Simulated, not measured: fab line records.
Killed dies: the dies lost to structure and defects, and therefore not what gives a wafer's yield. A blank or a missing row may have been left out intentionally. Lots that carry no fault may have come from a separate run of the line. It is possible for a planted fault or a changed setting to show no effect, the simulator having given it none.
Code-filled problem report in 8D (eight disciplines) form + flow nand harc + the parts of the form that need people (team, actions taken, sign-off) are left out

## 1. THE ISSUE
time to endpoint s at NHARC_A_CONTACT_CMP_20 reads a mean of 31.5 s on 4 wafers of 3 lots; wafers without a fault read 59.0 s with a standard deviation of 2.5. Measured from the usual mean, that is -11 standard deviations.
The step: polishes, t overpolish 30 s, target thk 300 nm.
Earliest sighting: wafer L271.5 on cmp-01 at day 28 09:17. Wafers with a number at this step in the record: 36, from 13 lots. Rule for "out", or "out of limits": more than 4 standard deviations from the usual mean. The rest of the wafers with a number are treated as sound.

## 2. WHAT THIS IS AND IS NOT
| question                    | is                             | is not                                                                                 |
|-----------------------------|--------------------------------|----------------------------------------------------------------------------------------|
| which readings at this step | time to endpoint s             | motor current A, slurry filter dp kPa                                                  |
| which lots                  | L271, L272, L273               | L256, L262, L263, L264, L265, L266, L267, L274, L276, L277                             |
| which wafers of those lots  | L271.5, L272.5, L273.1, L273.5 | L272.2, L272.6                                                                         |
| read on which tools         | cmp-01                         | cmp-02, cmp-03                                                                         |
| when                        | from day 28 09:17              | up to then (21 sound wafers); but 11 sound wafers of L272, L274, L276, L277 came after |

## 3. THE SUSPECTS, EACH WITH WHAT RULES IT OUT
Counting: any tool at a process step up to the reading remains a suspect provided it ran every lot that is out. Sound lots after the first of them don't rule it out here, since some wafers of a struck lot are sound.
- cmp-01 at NHARC_A_CONTACT_CMP_20 (polishes, t overpolish 30 s, target thk 300 nm): kept. It ran every lot that is out, first L271 (day 28 09:17); its last sound lot up to then is L266 (day 27 10:26). Its own readings are out on those wafers: time to endpoint s.
Left after counting: cmp-01 at NHARC_A_CONTACT_CMP_20.

## 4. THE CAUSE (what the simulator had put in)
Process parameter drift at NHARC_A_CONTACT_CMP_20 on cmp-01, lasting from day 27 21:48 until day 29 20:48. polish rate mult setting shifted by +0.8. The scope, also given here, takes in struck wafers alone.
The count eliminated every tool but this one.

## 5. THE EFFECT CHAIN, in route order
Each row: a reading where the mean over the struck wafers with a number is more than 3 standard deviations away from the usual. Readings are gone through only where the record gives a usual standard deviation; hours: the median, over the lots, of the time from a lot's start at the first step in this table giving one to that lot's start at this step; sigmas: the change measured in usual standard deviations.
| hours | step                   | reading            | usual  | on struck wafers | change | sigmas |
|-------|------------------------|--------------------|--------|------------------|--------|--------|
| 0     | NHARC_A_CONTACT_CMP_20 | time to endpoint s | 59.0 s | 31.5             | -27.5  | -11    |
Here are the process steps it includes:
- NHARC_A_CONTACT_CMP_20: polishes, t overpolish 30 s, target thk 300 nm.

## 6. HOW IT WOULD HAVE BEEN CAUGHT EARLIER
In this record no reading fell out of limits until day 28 09:17, 11 hours after the fault had begun at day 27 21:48.
